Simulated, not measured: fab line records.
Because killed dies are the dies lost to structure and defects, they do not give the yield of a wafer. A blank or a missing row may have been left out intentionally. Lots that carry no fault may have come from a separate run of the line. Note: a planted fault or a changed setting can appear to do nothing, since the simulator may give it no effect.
Which of the tools did it? + flow nand_harc + 24 lots, 72 wafers sampled, at 4 steps of a route of 1159

WHAT EACH GAUGE READ, for each wafer
NHARC_P_STI_INSPECT_11.
| lot  | measured    | on                | raw_defect_count |
|------|-------------|-------------------|------------------|
| L074 | day 2 13:44 | defect_inspect-01 | 4 4 5            |
| L075 | day 2 13:53 | defect_inspect-01 | 2 9 13           |
| L076 | day 3 00:56 | defect_inspect-02 | 8 5 6            |
| L077 | day 3 05:49 | defect_inspect-01 | 5 6 7            |
| L078 | day 3 12:14 | defect_inspect-01 | 6 6 5            |
| L079 | day 3 20:26 | defect_inspect-02 | 3 8 4            |
| L080 | day 3 20:36 | defect_inspect-02 | 1 3 2            |
| L081 | day 4 05:33 | defect_inspect-01 | 3 10 3           |
| L082 | day 4 10:56 | defect_inspect-01 | 2 9 5            |
| L083 | day 4 17:38 | defect_inspect-01 | 1 5 4            |
| L084 | day 5 02:24 | defect_inspect-02 | 3 4 1            |
| L085 | day 5 02:34 | defect_inspect-02 | 6 4 9            |
| L086 | day 5 12:23 | defect_inspect-02 | 8 10 7           |
| L087 | day 5 16:37 | defect_inspect-02 | 5 8 7            |
| L088 | day 6 00:32 | defect_inspect-01 | 4 4 3            |
| L089 | day 6 08:36 | defect_inspect-02 | 6 7 6            |
| L090 | day 6 08:26 | defect_inspect-01 | 3 5 4            |
| L091 | day 6 16:46 | defect_inspect-02 | 7 11 6           |
| L092 | day 6 22:53 | defect_inspect-01 | 3 11 6           |
| L093 | day 7 07:08 | defect_inspect-02 | 5 0 3            |
| L094 | day 7 11:13 | defect_inspect-01 | 5 3 6            |
| L095 | day 7 17:05 | defect_inspect-02 | 4 4 4            |
| L096 | day 8 00:04 | defect_inspect-02 | 8 3 6            |
| L097 | day 8 04:56 | defect_inspect-01 | 5 7 7            |

NHARC_P_GATE_OVL_MEAS_27.
| lot  | measured     | on         | overlay_x_nm (nm) | overlay_y_nm (nm) |
|------|--------------|------------|-------------------|-------------------|
| L074 | day 4 18:12  | overlay-01 | -0.1 -0.1 -0.4    | -0.8 -1.4 -1.2    |
| L075 | day 4 17:49  | overlay-02 | 0.6 0.7 0.2       | -0.3 0.2 0.1      |
| L076 | day 5 04:59  | overlay-01 | 0.7 1.1 1.0       | -1.4 -1.3 -0.8    |
| L077 | day 5 04:50  | overlay-02 | 0.9 1.4 1.0       | 0.4 0.4 0.7       |
| L078 | day 6 00:32  | overlay-01 | -1.3 -0.9 -0.8    | -0.2 0.0 -0.3     |
| L079 | day 6 00:22  | overlay-01 | -1.0 -0.4 -0.5    | -0.1 -0.2 0.4     |
| L080 | day 5 23:35  | overlay-01 | 0.1 0.9 -0.1      | -0.2 -0.2 -0.8    |
| L081 | day 6 12:05  | overlay-01 | 1.0 0.9 1.3       | -1.6 -1.8 -1.8    |
| L082 | day 6 16:52  | overlay-01 | 0.0 -0.4 -0.9     | 0.2 0.0 0.3       |
| L083 | day 6 17:29  | overlay-01 | -0.5 -0.9 -0.3    | -0.2 -0.7 -0.3    |
| L084 | day 7 08:48  | overlay-01 | -0.5 0.1 0.0      | -0.3 -0.3 0.0     |
| L085 | day 7 09:22  | overlay-02 | 0.3 0.4 1.0       | 1.2 0.8 0.8       |
| L086 | day 7 19:50  | overlay-01 | -0.6 -1.1 -1.1    | 0.5 0.2 0.1       |
| L087 | day 7 20:29  | overlay-01 | 1.3 1.2 1.0       | -0.5 -0.6 -0.1    |
| L088 | day 7 20:46  | overlay-01 | 1.7 1.7 1.8       | 0.5 -0.2 0.9      |
| L089 | day 8 14:56  | overlay-02 | 0.0 -0.6 -0.4     | -0.8 -1.0 -0.7    |
| L090 | day 8 14:34  | overlay-01 | 0.8 1.0 1.0       | -0.2 0.0 0.2      |
| L091 | day 8 23:14  | overlay-02 | -0.1 -0.1 -0.3    | 1.1 1.0 0.8       |
| L092 | day 9 05:29  | overlay-02 | -1.4 -1.4 -1.2    | 1.1 0.4 0.8       |
| L093 | day 9 14:51  | overlay-01 | -0.3 -1.0 -0.9    | -1.1 -0.5 -0.8    |
| L094 | day 9 14:14  | overlay-01 | 1.5 1.4 1.7       | 0.4 0.3 0.7       |
| L095 | day 9 23:36  | overlay-02 | 0.0 -0.1 -0.2     | 0.1 0.2 0.6       |
| L096 | day 10 03:47 | overlay-01 | 0.4 0.3 0.5       | 0.0 -0.2 0.4      |
| L097 | day 10 14:32 | overlay-02 | -1.6 -2.0 -2.1    | 0.0 0.1 0.2       |

TOOL THAT RAN EACH LOT (tool first, then ch and the chambers of the sampled wafers, then the start)
| lot  | NHARC_P_ZERO_WELL_ETCH_63       | NHARC_P_ZERO_WELL_RTA_42        |
|------|---------------------------------|---------------------------------|
| L074 | rie_si-02 ch 0,1,3, day 1 13:46 | rtp_anneal-02 ch 0, day 1 19:11 |
| L075 | rie_si-03 ch 0,2,3, day 1 19:32 | rtp_anneal-02 ch 0, day 2 01:12 |
| L076 | rie_si-02 ch 0,2,3, day 2 01:40 | rtp_anneal-01 ch 0, day 2 07:01 |
| L077 | rie_si-05 ch 1,3, day 2 07:42   | rtp_anneal-02 ch 0, day 2 13:11 |
| L078 | rie_si-03 ch 0,1,2, day 2 13:42 | rtp_anneal-01 ch 0, day 2 19:04 |
| L079 | rie_si-02 ch 0,2,3, day 2 19:39 | rtp_anneal-01 ch 0, day 3 01:00 |
| L080 | rie_si-03 ch 1,2,3, day 3 01:40 | rtp_anneal-01 ch 0, day 3 06:53 |
| L081 | rie_si-03 ch 0,1,2, day 3 07:41 | rtp_anneal-02 ch 0, day 3 12:56 |
| L082 | rie_si-05 ch 1,2,3, day 3 13:40 | rtp_anneal-01 ch 0, day 3 18:48 |
| L083 | rie_si-02 ch 1,3, day 3 19:41   | rtp_anneal-01 ch 0, day 4 00:55 |
| L084 | rie_si-05 ch 0,3, day 4 01:39   | rtp_anneal-02 ch 0, day 4 06:56 |
| L085 | rie_si-02 ch 2,3, day 4 07:40   | rtp_anneal-02 ch 0, day 4 13:04 |
| L086 | rie_si-05 ch 0,2,3, day 4 13:35 | rtp_anneal-01 ch 0, day 4 18:59 |
| L087 | rie_si-05 ch 0,1,3, day 4 19:32 | rtp_anneal-02 ch 0, day 5 00:30 |
| L088 | rie_si-02 ch 0,1,3, day 5 01:41 | rtp_anneal-01 ch 0, day 5 07:02 |
| L089 | rie_si-02 ch 0,1,2, day 5 07:41 | rtp_anneal-01 ch 0, day 5 13:10 |
| L090 | rie_si-03 ch 0,1, day 5 13:41   | rtp_anneal-02 ch 0, day 5 19:38 |
| L091 | rie_si-05 ch 1,2,3, day 5 19:40 | rtp_anneal-01 ch 0, day 6 00:37 |
| L092 | rie_si-03 ch 0,2,3, day 6 01:39 | rtp_anneal-02 ch 0, day 6 06:52 |
| L093 | rie_si-05 ch 0,1,3, day 6 07:40 | rtp_anneal-01 ch 0, day 6 13:02 |
| L094 | rie_si-05 ch 0,2,3, day 6 13:40 | rtp_anneal-02 ch 0, day 6 19:05 |
| L095 | rie_si-02 ch 0,1,2, day 6 19:38 | rtp_anneal-01 ch 0, day 7 01:02 |
| L096 | rie_si-05 ch 0,2, day 7 01:47   | rtp_anneal-02 ch 0, day 7 07:16 |
| L097 | rie_si-05 ch 0,2,3, day 7 07:35 | rtp_anneal-01 ch 0, day 7 12:58 |
- NHARC_P_ZERO_WELL_ETCH_63: etches the open film in HBr/Cl2, target depth 120 nm, time 40.1 s.
- NHARC_P_ZERO_WELL_RTA_42: time 300 s.

WHAT THE TOOLS THEMSELVES READ (means of the sampled wafers that have a number; where no wafer has one, the mark that the record gives instead)
NHARC_P_ZERO_WELL_ETCH_63.
| lot  | tool      | drypump_motor_current_A (A) | oes_product_au (a.u.) | throttle_valve_pct (%) |
|------|-----------|-----------------------------|-----------------------|------------------------|
| L074 | rie_si-02 | 5.40                        | 0.993                 | 26.409                 |
| L075 | rie_si-03 | 5.56                        | 0.996                 | 26.404                 |
| L076 | rie_si-02 | 5.36                        | 0.990                 | 26.410                 |
| L077 | rie_si-05 | 5.64                        | 0.999                 | 26.407                 |
| L078 | rie_si-03 | 5.47                        | 1.008                 | 26.404                 |
| L079 | rie_si-02 | 5.36                        | 0.999                 | 26.395                 |
| L080 | rie_si-03 | 5.46                        | 0.992                 | 26.401                 |
| L081 | rie_si-03 | 5.47                        | 0.997                 | 26.405                 |
| L082 | rie_si-05 | 5.65                        | 1.002                 | 26.407                 |
| L083 | rie_si-02 | 5.34                        | 1.010                 | 26.403                 |
| L084 | rie_si-05 | 5.59                        | 0.991                 | 26.395                 |
| L085 | rie_si-02 | 5.37                        | 1.013                 | 26.403                 |
| L086 | rie_si-05 | 5.64                        | 0.990                 | 26.402                 |
| L087 | rie_si-05 | 5.63                        | 0.999                 | 26.410                 |
| L088 | rie_si-02 | 5.41                        | 1.005                 | 26.400                 |
| L089 | rie_si-02 | 5.32                        | 0.993                 | 26.400                 |
| L090 | rie_si-03 | 5.41                        | 1.002                 | 26.407                 |
| L091 | rie_si-05 | 5.66                        | 1.004                 | 26.417                 |
| L092 | rie_si-03 | 5.56                        | 0.993                 | 26.404                 |
| L093 | rie_si-05 | 5.62                        | 0.999                 | 26.413                 |
| L094 | rie_si-05 | 5.63                        | 0.996                 | 26.414                 |
| L095 | rie_si-02 | 5.31                        | 0.999                 | 26.408                 |
| L096 | rie_si-05 | 5.75                        | 0.996                 | 26.405                 |
| L097 | rie_si-05 | 5.62                        | 0.997                 | 26.405                 |

NHARC_P_ZERO_WELL_RTA_42.
| lot  | tool          | lamp_power_pct (%) | lamp_zone_3_pct (%) | lamp_zone_5_pct (%) | wafer_temp_C_max |
|------|---------------|--------------------|---------------------|---------------------|------------------|
| L074 | rtp_anneal-02 | 38.79              | 38.77               | 38.78               | 1105.4           |
| L075 | rtp_anneal-02 | 38.77              | 38.75               | 38.71               | 1104.5           |
| L076 | rtp_anneal-01 | 38.30              | 38.31               | 38.30               | 1104.5           |
| L077 | rtp_anneal-02 | 38.79              | 38.79               | 38.77               | 1104.6           |
| L078 | rtp_anneal-01 | 38.38              | 38.40               | 38.36               | 1104.2           |
| L079 | rtp_anneal-01 | 38.36              | 38.41               | 38.39               | 1103.9           |
| L080 | rtp_anneal-01 | 38.42              | 38.40               | 38.41               | 1104.1           |
| L081 | rtp_anneal-02 | 38.79              | 38.81               | 38.76               | 1103.9           |
| L082 | rtp_anneal-01 | 38.37              | 38.34               | 38.32               | 1104.8           |
| L083 | rtp_anneal-01 | 38.34              | 38.36               | 38.34               | 1104.6           |
| L084 | rtp_anneal-02 | 38.81              | 38.78               | 38.74               | 1104.8           |
| L085 | rtp_anneal-02 | 38.78              | 38.79               | 38.78               | 1103.7           |
| L086 | rtp_anneal-01 | 38.42              | 38.40               | 38.38               | 1104.1           |
| L087 | rtp_anneal-02 | 38.72              | 38.71               | 38.68               | 1105.5           |
| L088 | rtp_anneal-01 | 38.27              | 38.32               | 38.26               | 1104.6           |
| L089 | rtp_anneal-01 | 38.42              | 38.41               | 38.41               | 1104.8           |
| L090 | rtp_anneal-02 | 38.77              | 38.72               | 38.70               | 1104.7           |
| L091 | rtp_anneal-01 | 38.42              | 38.41               | 38.43               | 1104.9           |
| L092 | rtp_anneal-02 | 38.80              | 38.79               | 38.76               | 1104.6           |
| L093 | rtp_anneal-01 | 38.33              | 38.32               | 38.33               | 1104.5           |
| L094 | rtp_anneal-02 | 38.80              | 38.79               | 38.79               | 1104.4           |
| L095 | rtp_anneal-01 | 38.42              | 38.42               | 38.43               | 1105.1           |
| L096 | rtp_anneal-02 | 38.73              | 38.71               | 38.75               | 1104.2           |
| L097 | rtp_anneal-01 | 38.39              | 38.40               | 38.39               | 1103.1           |

THE ANSWER, worked out from the rows above alone
Rule: usual is defined by the lots themselves. Put in order of their means at a reading, lots are off if they are a third of the lots or fewer, leave a main group of 4 or more, and stand apart from it by a gap of 3 or more times the standard deviation of the main group's means; of several such gaps the widest counts. A main group whose means are all the same, to the digits that the tables above print for the reading, isn't used. Also off: a lot with no number at a reading for which 4 or more lots have one. All remaining lots with rows at the step are treated as sound. First the gauges in route order, then the tools' own readings, where a lot's mean is used as printed above. The first step at which some lot is off is used, and at that step the reading that is off furthest; a lot without a number counts as furthest.
Nothing can be told from this: no lot is off at any reading shown.

WHAT THE SIMULATOR HAD INSERTED
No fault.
